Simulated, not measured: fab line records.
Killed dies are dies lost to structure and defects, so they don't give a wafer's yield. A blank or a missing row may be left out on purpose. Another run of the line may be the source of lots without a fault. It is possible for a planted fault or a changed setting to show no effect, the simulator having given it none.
Problem report in the 8D (eight disciplines) form, filled by code ; flow nand harc ; the parts of the form that need people (team, actions taken, sign-off) are left out

1. THE PROBLEM
run length s at NHARC_A_CONTACT_ETCH_75 reads a mean of 71.8 s on 5 wafers of 3 lots; wafers without a fault read 86.5 s with a standard deviation of 0.48. That is -31 standard deviations from the usual mean.
The step: etches the open film in CF4, target depth 39 nm, time 65 s.
First observed at day 18 13:40: wafer L669.4, on rie diel-04. The record has a number at this step for 34 wafers belonging to 12 lots. The rule behind "out" and "out of limits": a value lying over 4 standard deviations away from the usual mean. The rest of the wafers with a number are treated as sound.

2. WHAT IT IS, AND WHAT IT ISN'T
question;is;is not
which readings at this step;run length s;drypump motor current A, oes product au, rf vpp V, showerhead plenum p Torr, throttle valve pct
which lots;L669, L671, L676;L663, L665, L667, L668, L679, L682, L684, L685, L686
which wafers of those lots;L669.2, L669.4, L671.2, L671.4, L676.2;L669.6, L676.6
read on which tools;rie diel-04;rie diel-06, rie diel-13
when;from day 18 13:40;"up to then (13 sound wafers); but 16 sound wafers of L676, L679, L682, L684, L685, L686 came after"

3. THE SUSPECTS, EACH WITH WHAT RULES IT OUT
Counting: a tool at a process step up to the reading stays a suspect if it ran every lot that is out. Sound lots after the first of them don't rule it out here, since some wafers of a struck lot are sound.
- rie diel-13 at NHARC_A_CONTACT_ETCH_102 (etches the open film in CF4/O2, target depth 70 nm, overetch 7 nm, time 38.5 s): kept. It ran every lot that is out, first L669 (day 18 09:59).
- rie diel-04 at NHARC_A_CONTACT_ETCH_75 (etches the open film in CF4, target depth 39 nm, time 65 s): kept. Ran every lot that is out, first one L669 (day 18 13:40); last sound lot up to then L668 (day 17 11:17). Its own run length s readings are out on those wafers.
The count leaves rie diel-04 at NHARC_A_CONTACT_ETCH_75 and rie diel-13 at NHARC_A_CONTACT_ETCH_102.

4. THE CAUSE (what the simulator had put in)
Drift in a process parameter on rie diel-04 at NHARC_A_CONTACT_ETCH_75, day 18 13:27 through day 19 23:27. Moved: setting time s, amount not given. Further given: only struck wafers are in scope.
2 suspects survive the count, and this tool is in that group.

5. SEQUENCE OF EFFECTS, ordered by route
Each row: a reading where the mean over the struck wafers with a number is more than 3 standard deviations away from the usual. Scope: only readings with a usual standard deviation given in the record; hours: median across lots of the time from each lot's start at the first step in this table that gives one to its start at this step; sigmas: change in usual standard deviations.
hours;step;reading;usual;on struck wafers;change;sigmas
0;NHARC_A_CONTACT_ETCH_75;run length s;86.5 s;71.8;-14.7;-31
Here are the process steps it includes:
- NHARC_A_CONTACT_ETCH_75: etches the open film in CF4, target depth 39 nm, time 65 s.
Readings that are blank on the struck wafers while sound wafers have them: rf fwd power W at NHARC_A_CONTACT_ETCH_75.

6. WHAT WOULD HAVE CAUGHT IT SOONER
In this record the first reading out of limits was taken at day 18 13:40, 0 hours after the fault began at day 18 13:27.
